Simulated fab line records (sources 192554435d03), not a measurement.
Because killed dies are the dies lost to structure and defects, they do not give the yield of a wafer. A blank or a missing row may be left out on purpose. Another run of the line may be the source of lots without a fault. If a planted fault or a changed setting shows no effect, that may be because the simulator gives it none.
fab line records    flow n5-finfet
[record] lots = 6  wafers = 18  last-day = 16
route steps=1938 shown MIM_TOP_LITHO@1846 MIM_TOP_ETCH@1851 MIM_BOT_LITHO@1854
lots untouched by any fault: they come from a run of this same line in which no faults occurred
start-h: the number of hours between the record's first day and the start of the first shown wafer of the lot    wait-h: time in hours since the lot's previous step    " as in the row above    L1.1+2: a single row standing in for several wafers    - no value present, or no start provided    * or withheld: withheld    < > ~ a bound
route shown NAME@n: NAME is a module with steps in the file, n the number in the route of the first one    usual: the fault-free wafers' mean and standard deviation    same: alike in all rows    chamber/n: place in a boat    sites: each site's reading    _std_site: standard deviation of those values    _edge_site: the outer-site mean with the inner-site mean subtracted    radius-mm: for every site, how far away it sits from the centre of the wafer    mask NAME#n: copy n    behind: the tool/chamber that last shaped the wafer    hold: why the lot was held/for how many hours/how that ended    device: the n, p or np transistor that did not switch    end of line: at the end of the route, the tests of the same wafers    a step with no rows: only its recipe    killed: at the first sort, the dies lost to defects and structure; wafer yield is something else    map: a wafer's dies, x killed, . not, _ none there
set.NAME: the setting as run; set.NAME@STEP: as run at that earlier step    model.NAME: the simulator's own value behind a step, which no gauge read
lots at some steps of the route; a table a step, a row a wafer
services: when a tool's chamber went out of use (start-h, in hours from the record's first day, below 0 if earlier), for how many hours, and the reason
[[steps]]
[step N5_MIM_TOP_LITHO_HARDBAKE_09]
[recipe] temp-c = 130  time-s = 120
[step N5_MIM_TOP_LITHO_CD_MEAS_08]
[recipe] target-cd-nm = 2000  landing-energy-ev = 500  detector = se-inlens
[usual] cd-nm = 1999.7/1.5
lot.wafer  tool       chamber  start-h  wait-h  cd-nm
L905.2     cd-sem-02  0        273.37   -       2000.0
L905.3     "          0        "        "       2001.0
L905.4     "          0        "        "       2002.0
L914.1     cd-sem-01  0        327.28   -       1997.1
L914.3     "          0        "        "       1999.8
L914.4     "          0        "        "       1998.8
L918.2     cd-sem-02  0        368.51   -       1999.5
L918.4     "          0        "        "       1998.5
L918.6     "          0        "        "       1998.0
L919.2     cd-sem-03  0        368.67   -       1998.4
L919.3     "          0        "        "       2000.8
L919.4     "          0        "        "       2000.7
L920.4     cd-sem-03  0        371.97   -       1999.2
L920.5     "          0        "        "       2001.1
L920.6     "          0        "        "       1999.7
L922.1     cd-sem-02  0        378.46   -       2001.2
L922.3     "          0        "        "       1998.4
L922.5     "          0        "        "       1999.0
[step N5_MIM_TOP_LITHO_OVL_MEAS_11]
[recipe] points-per-wafer = 44
[usual] MIM_TOP_OVL = -1/6.3
lot.wafer  tool        chamber  start-h  wait-h  MIM_TOP_OVL[nm]
L905.2     overlay-01  0        273.40   0.0     -2
L905.3     "           0        "        "       -18
L905.4     "           0        "        "       -5
L914.1     overlay-01  0        327.31   0.0     1
L914.3     "           0        "        "       2
L914.4     "           0        "        "       -4
L918.2     overlay-01  0        368.54   0.0     1
L918.4     "           0        "        "       -3
L918.6     "           0        "        "       -9
L919.2     overlay-02  0        368.70   0.0     3
L919.3     "           0        "        "       4
L919.4     "           0        "        "       6
L920.4     overlay-01  0        372.00   0.0     -7
L920.5     "           0        "        "       -4
L920.6     "           0        "        "       -12
L922.1     overlay-01  0        378.49   0.0     -2
L922.3     "           0        "        "       -13
L922.5     "           0        "        "       -2
[step N5_MIM_TOP_LITHO_INSPECT_12]
[recipe] mode = adi  inspect-instrument = macro
[usual] raw-defect-count = 2.1/1.5
lot.wafer  tool               chamber  start-h  wait-h  raw-defect-count
L905.2     defect-inspect-02  -        273.42   0.0     2
L905.3     "                  -        "        "       1
L905.4     "                  -        "        "       3
L914.1     defect-inspect-02  -        327.33   0.0     2
L914.3     "                  -        "        "       3
L914.4     "                  -        "        "       0
L918.2     defect-inspect-02  -        368.56   0.0     2
L918.4     "                  -        "        "       5
L918.6     "                  -        "        "       0
L919.2     defect-inspect-02  -        368.73   0.0     4
L919.3     "                  -        "        "       1
L919.4     "                  -        "        "       3
L920.4     defect-inspect-01  -        372.03   0.0     4
L920.5     "                  -        "        "       0
L920.6     "                  -        "        "       2
L922.1     defect-inspect-01  -        378.51   0.0     3
L922.3     "                  -        "        "       0
L922.5     "                  -        "        "       3
[step N5_MIM_TOP_LITHO_DESCUM_10]
[recipe] chemistry = O2  time-s = 7.9  source-power-w = 50  bias-power-w = 20  pressure-mtorr = 20  rf-frequency-hz = 2.712e+07  temp-c = 40  o2-flow-sccm = 225
[usual] drypump-motor-current-A = 5.6/0.52  oes-product-au = 0.82/0.079  rf-vpp-V = 243.1/1.3  showerhead-plenum-p-Torr = 2.09/0.061  throttle-valve-pct = 20.41/0.23
lot.wafer  tool         chamber  start-h  wait-h  drypump-motor-current-A  oes-product-au  rf-hours-counter-h  rf-vpp-V  showerhead-plenum-p-Torr  throttle-valve-pct
L905.2     rie-diel-01  3        273.53   0.1     5.8                      0.85            65                  243.7     2.13                      20.41
L905.3     "            1        "        "       4.8                      0.86            57                  242.9     2.03                      20.12
L905.4     "            0        "        "       5.3                      0.89            43                  242.6     2.14                      20.68
L914.1     rie-diel-06  1        327.51   0.2     5.3                      0.92            6                   243.6     2.04                      20.03
L914.3     "            2        "        "       5.4                      0.84            61                  242.5     2.03                      20.33
L914.4     "            3        "        "       6.8                      0.70            229                 243.6     2.16                      20.68
L918.2     rie-diel-04  2        368.60   0.0     6.5                      0.83            79                  246.0     2.20                      20.41
L918.4     "            1        "        "       5.6                      0.90            -                   242.8     2.05                      20.13
L918.6     "            0        "        "       5.6                      0.86            -                   242.3     2.05                      20.63
L919.2     rie-diel-04  1        368.76   0.0     5.6                      0.91            26                  243.8     2.05                      20.12
L919.3     "            0        "        "       5.6                      0.86            54                  242.0     2.05                      20.62
L919.4     "            1        "        "       5.6                      0.91            -                   242.0     2.05                      20.12
L920.4     rie-diel-06  2        372.06   0.0     5.3                      0.82            77                  241.1     2.03                      20.34
L920.5     "            0        "        "       5.5                      0.70            -                   242.9     2.15                      20.67
L920.6     "            3        "        "       6.8                      0.70            -                   244.2     2.16                      20.69
L922.1     rie-diel-01  2        378.57   0.1     5.5                      0.67            248                 242.0     2.06                      20.37
L922.3     "            1        "        "       4.9                      0.81            94                  242.6     2.02                      20.18
L922.5     "            2        "        "       5.5                      0.67            -                   242.5     2.06                      20.38
[step N5_MIM_TOP_ETCH_ETCH_00]
[recipe] chemistry = Cl2/BCl3  target = TiN  target-depth-a = 385  ion-energy-ev = 150  pressure-mtorr = 10  icp-w = 1000  bias-w = 126  Cl2_flow_sccm = 53.25  bcl3-flow-sccm = 21.75  Ar_flow_sccm = 25
[usual] bcl3-flow-sccm = 21.75/0.068  bias-w = 125.9/0.38  drypump-motor-current-A = 5.45/0.16  oes-product-au = 0.80/0.095  throttle-valve-pct = 22.76/0.21
lot.wafer  tool          chamber  start-h  wait-h  bcl3-flow-sccm  bias-w  drypump-motor-current-A  oes-product-au  rf-hours-counter-h  throttle-valve-pct
L905.2     rie-metal-01  0        273.61   0.1     21.70           126.2   5.43                     0.81            34                  22.84
L905.3     "             1        "        "       21.80           126.1   5.42                     0.69            -                   22.78
L905.4     "             0        "        "       21.77           126.6   5.39                     0.81            -                   22.85
L914.1     rie-metal-03  0        327.60   0.1     21.69           125.6   5.41                     0.69            80                  23.01
L914.3     "             1        "        "       21.58           126.3   5.41                     0.89            -                   22.59
L914.4     "             0        "        "       21.80           126.2   5.39                     0.69            -                   22.99
L918.2     rie-metal-01  0        368.68   0.1     21.81           126.4   5.39                     0.79            42                  22.88
L918.4     "             1        "        "       21.70           125.4   5.42                     0.68            -                   22.79
L918.6     "             0        "        "       21.77           126.1   5.41                     0.79            -                   22.88
L919.2     rie-metal-03  1        368.85   0.1     21.73           126.4   5.41                     0.86            20                  22.62
L919.3     "             1        "        "       21.76           126.3   5.42                     0.87            -                   22.62
L919.4     "             0        "        "       21.69           126.4   5.39                     0.68            -                   22.99
L920.4     rie-metal-02  1        372.18   0.1     21.73           125.7   5.80                     0.78            -                   22.95
L920.5     "             0        "        "       21.80           125.3   5.32                     0.91            -                   22.42
L920.6     "             1        "        "       21.84           125.7   5.81                     0.78            -                   22.94
L922.1     rie-metal-01  0        378.66   0.1     21.81           125.9   5.42                     0.79            43                  22.89
L922.3     "             1        "        "       21.67           125.7   5.41                     0.67            -                   22.81
L922.5     "             1        "        "       21.70           125.8   5.42                     0.67            -                   22.79
[step N5_MIM_TOP_ETCH_STRIP_01]
[recipe] chemistry = O2  power-w = 600  temp-c = 60  pressure-mtorr = 30  rf-frequency-hz = 6e+07  bias-power-w = 0  overash-fraction = 0.5  o2-flow-sccm = 225
[usual] drypump-motor-current-A = 5.6/0.48  oes-product-au = 0.80/0.097  rf-vpp-V = 3.7/1.3  showerhead-plenum-p-Torr = 2.11/0.068  throttle-valve-pct = 16.65/0.2
lot.wafer  tool         chamber  start-h  wait-h  drypump-motor-current-A  oes-product-au  rf-hours-counter-h  rf-vpp-V  showerhead-plenum-p-Torr  throttle-valve-pct
L905.2     rie-diel-02  3        273.76   0.1     5.8                      0.73            194                 5.1       2.17                      16.81
L905.3     "            1        "        "       5.4                      0.86            55                  3.1       2.14                      16.46
L905.4     "            0        "        "       5.9                      0.90            51                  3.5       2.21                      16.20
L914.1     rie-diel-05  3        327.74   0.1     5.5                      0.71            220                 5.7       1.99                      16.94
L914.3     "            0        "        "       6.5                      0.91            28                  3.4       2.05                      16.72
L914.4     "            3        "        "       5.5                      0.71            -                   4.5       1.99                      16.94
L918.2     rie-diel-02  0        368.82   0.1     5.9                      0.84            80                  3.6       2.20                      16.20
L918.4     "            1        "        "       5.4                      0.82            79                  3.2       2.13                      16.48
L918.6     "            0        "        "       5.9                      0.83            -                   1.3       2.20                      16.19
L919.2     rie-diel-05  2        369.16   0.3     6.4                      0.90            23                  5.8       2.24                      16.70
L919.3     "            3        "        "       5.5                      0.71            233                 3.9       1.98                      16.95
L919.4     "            0        "        "       6.4                      0.90            -                   1.9       2.05                      16.73
L920.4     rie-diel-03  3        372.56   0.3     5.4                      0.99            4                   3.6       2.05                      16.34
L920.5     "            2        "        "       4.9                      0.84            -                   2.2       2.13                      16.66
L920.6     "            3        "        "       5.4                      0.99            -                   2.9       2.05                      16.31
L922.1     rie-diel-02  3        378.80   0.1     5.8                      0.69            223                 4.6       2.16                      16.83
L922.3     "            1        "        "       5.4                      0.84            82                  5.5       2.13                      16.51
L922.5     "            3        "        "       5.7                      0.69            -                   1.7       2.16                      16.84
[step N5_MIM_TOP_ETCH_PECVD_03]
[recipe] material = SiNx  target-thk-a = 200  temp-c = 400  precursor = SiH4/NH3/N2  pressure-torr = 1.5  rf-w = 300  time-s = 17.6
[usual] heater-power-w = 823/100  showerhead-plenum-p-Torr = 5.16/0.051  throttle-valve-pct = 39.4/2.4
lot.wafer  tool      chamber  start-h  wait-h  heater-power-w  showerhead-plenum-p-Torr  throttle-valve-pct
L905.2     pecvd-03  0        273.82   -       860             5.12                      35.8
L905.3     "         2        "        "       863             5.20                      40.5
L905.4     "         1        "        "       989             5.15                      40.6
L914.1     pecvd-03  1        327.81   -       1031            5.12                      40.6
L914.3     "         0        "        "       874             5.11                      35.6
L914.4     "         2        "        "       908             5.21                      40.7
L918.2     pecvd-03  0        368.89   -       894             5.11                      35.6
L918.4     "         0        "        "       889             5.12                      35.6
L918.6     "         1        "        "       880             5.13                      40.6
L919.2     pecvd-03  2        369.22   -       827             5.21                      40.9
L919.3     "         1        "        "       930             5.14                      40.7
L919.4     "         0        "        "       797             5.11                      35.8
L920.4     pecvd-02  0        372.64   -       751             5.08                      42.6
L920.5     "         1        "        "       801             5.15                      42.7
L920.6     "         2        "        "       1033            5.08                      36.3
L922.1     pecvd-02  1        378.86   -       782             5.16                      43.0
L922.3     "         0        "        "       768             5.10                      42.7
L922.5     "         0        "        "       763             5.09                      42.9
[step N5_MIM_BOT_LITHO_HMDS_01]
[recipe] time-s = 60  temp-c = 120
[step N5_MIM_BOT_LITHO_COAT_02]
[recipe] spin-rpm = *  resist-thk-nm = *
[step N5_MIM_BOT_LITHO_EBR_04]
[recipe] solvent = PGMEA  ebr-width-mm = 1.5
[step N5_MIM_BOT_LITHO_SOFTBAKE_03]
[recipe] temp-c = 100  time-s = 90
[step N5_MIM_BOT_LITHO_EXPOSE_05]
[recipe] mask-id = MIM_BOT  na = 0.55  source-shape = conventional  sigma-outer = 0.8  polarization = unpolarized  dose-mj = 24.25
[usual] exposure-dose-mJ-cm2 = 24.253/0.023
[same] na = 0.55
lot.wafer  tool            chamber  start-h  wait-h  mask       exposure-dose-mJ-cm2
L905.2     krf-scanner-02  0        274.13   -       MIM_BOT#0  24.227
L905.3     "               0        "        "       MIM_BOT#0  24.247
L905.4     "               0        "        "       MIM_BOT#0  24.221
L914.1     krf-scanner-01  0        328.11   -       MIM_BOT#0  24.260
L914.3     "               0        "        "       MIM_BOT#0  24.238
L914.4     "               0        "        "       MIM_BOT#0  24.218
L918.2     krf-scanner-01  0        369.07   -       MIM_BOT#0  24.694
L918.4     "               0        "        "       MIM_BOT#0  24.699
L918.6     "               0        "        "       MIM_BOT#0  24.732
L919.2     krf-scanner-01  0        369.41   -       MIM_BOT#0  24.777
L919.3     "               0        "        "       MIM_BOT#0  24.727
L919.4     "               0        "        "       MIM_BOT#0  24.713
L920.4     krf-scanner-02  0        372.94   -       MIM_BOT#0  24.258
L920.5     "               0        "        "       MIM_BOT#0  24.314
L920.6     "               0        "        "       MIM_BOT#0  24.271
L922.1     krf-scanner-02  0        379.04   -       MIM_BOT#0  24.240
L922.3     "               0        "        "       MIM_BOT#0  24.250
L922.5     "               0        "        "       MIM_BOT#0  24.278
[step N5_MIM_BOT_LITHO_PEB_06]
[recipe] peb-temp-c = withheld  peb-time-s = *
[step N5_MIM_BOT_LITHO_DEVELOP_07]
[recipe] develop-time-s = 60  rinse-liquid = diw  dry = air-spin  dev-temp-c = 21
[step N5_MIM_BOT_LITHO_HARDBAKE_09]
[recipe] temp-c = 130  time-s = 120
[step N5_MIM_BOT_LITHO_CD_MEAS_08]
[recipe] target-cd-nm = 3000  landing-energy-ev = 500  detector = se-inlens  polarity = opening
[usual] cd-nm = 3000.4/1.5
lot.wafer  tool       chamber  start-h  wait-h  cd-nm
L905.2     cd-sem-03  0        274.30   -       2999.9
L905.3     "          0        "        "       3000.2
L905.4     "          0        "        "       3000.3
L914.1     cd-sem-03  0        328.29   -       3000.4
L914.3     "          0        "        "       2999.5
L914.4     "          0        "        "       2999.9
L918.2     cd-sem-01  0        369.25   -       3004.8
L918.4     "          0        "        "       3004.7
L918.6     "          0        "        "       3007.8
L919.2     cd-sem-03  0        369.58   -       3004.8
L919.3     "          0        "        "       3003.5
L919.4     "          0        "        "       3004.3
L920.4     cd-sem-03  0        373.10   -       2998.2
L920.5     "          0        "        "       2998.4
L920.6     "          0        "        "       2999.2
L922.1     cd-sem-02  0        379.22   -       3001.0
L922.3     "          0        "        "       2998.2
L922.5     "          0        "        "       3000.3
[step N5_MIM_BOT_LITHO_OVL_MEAS_11]
[recipe] points-per-wafer = 44
[usual] MIM_BOT_OVL = -1/5.3
lot.wafer  tool        chamber  start-h  wait-h  MIM_BOT_OVL[nm]
L905.2     overlay-02  0        274.33   0.0     6
L905.3     "           0        "        "       -2
L905.4     "           0        "        "       8
L914.1     overlay-01  0        328.32   0.0     -5
L914.3     "           0        "        "       -7
L914.4     "           0        "        "       7
L918.2     overlay-01  0        369.28   0.0     4
L918.4     "           0        "        "       -7
L918.6     "           0        "        "       5
L919.2     overlay-01  0        369.61   0.0     -7
L919.3     "           0        "        "       -4
L919.4     "           0        "        "       -2
L920.4     overlay-02  0        373.13   0.0     3
L920.5     "           0        "        "       9
L920.6     "           0        "        "       5
L922.1     overlay-02  0        379.25   0.0     -2
L922.3     "           0        "        "       7
L922.5     "           0        "        "       6
[[services]]
tool            chamber  start-h  hours  kind
rie-diel-05     -        253.86   0.2    repair
pecvd-02        0        261.04   21.4   repair
krf-scanner-01  -        265.21   1.0    pm
rie-diel-04     0        265.68   8.2    repair
rie-diel-06     2        272.24   7.4    repair
pecvd-03        -        286.97   14.6   pm
rie-diel-02     3        290.29   7.6    repair
krf-scanner-01  -        296.26   4.4    pm
krf-scanner-02  -        296.57   0.8    repair
rie-diel-02     1        297.44   11.5   repair
rie-diel-04     2        302.97   9.8    repair
krf-scanner-01  -        304.78   1.3    pm
krf-scanner-02  -        311.40   1.3    pm
rie-metal-02    -        312.15   1.4    pm
rie-diel-03     0        312.23   12.7   repair
rie-metal-03    1        318.88   3.7    repair
pecvd-02        -        323.95   1.9    repair
krf-scanner-01  -        345.79   1.6    repair
rie-diel-04     3        365.39   33.5   repair
rie-diel-05     1        367.43   4.6    repair
krf-scanner-01  -        375.14   0.2    repair
rie-metal-03    -        375.28   4.3    pm
rie-diel-01     3        375.61   9.6    repair
krf-scanner-01  -        376.19   3.6    pm
[[key]]
[first-sign] step = N5_MIM_BOT_LITHO_EXPOSE_05  reading = exposure-dose-mJ-cm2  direction = up  sigmas = 20  usual = 24.253  struck = 24.724
[effect] step = N5_MIM_BOT_LITHO_CD_MEAS_08  reading = cd-nm  direction = up  sigmas = 3.1  usual = 3000.4  struck = 3005.0
met-at N5_MIM_BOT_LITHO_EXPOSE_05
struck-wafers L918.2,L918.4,L918.6,L919.2,L919.3,L919.4
onset-between 328.11 369.07
[fault] kind = process-parameter-drift  tool = krf-scanner-01  chamber = -  onset-h = 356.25  steps = N5_MIM_BOT_LITHO_EXPOSE_05  channel = dose-mj  offset = 0.47406  shape = step  acts-in = these-recipes-only  stated = 24.25
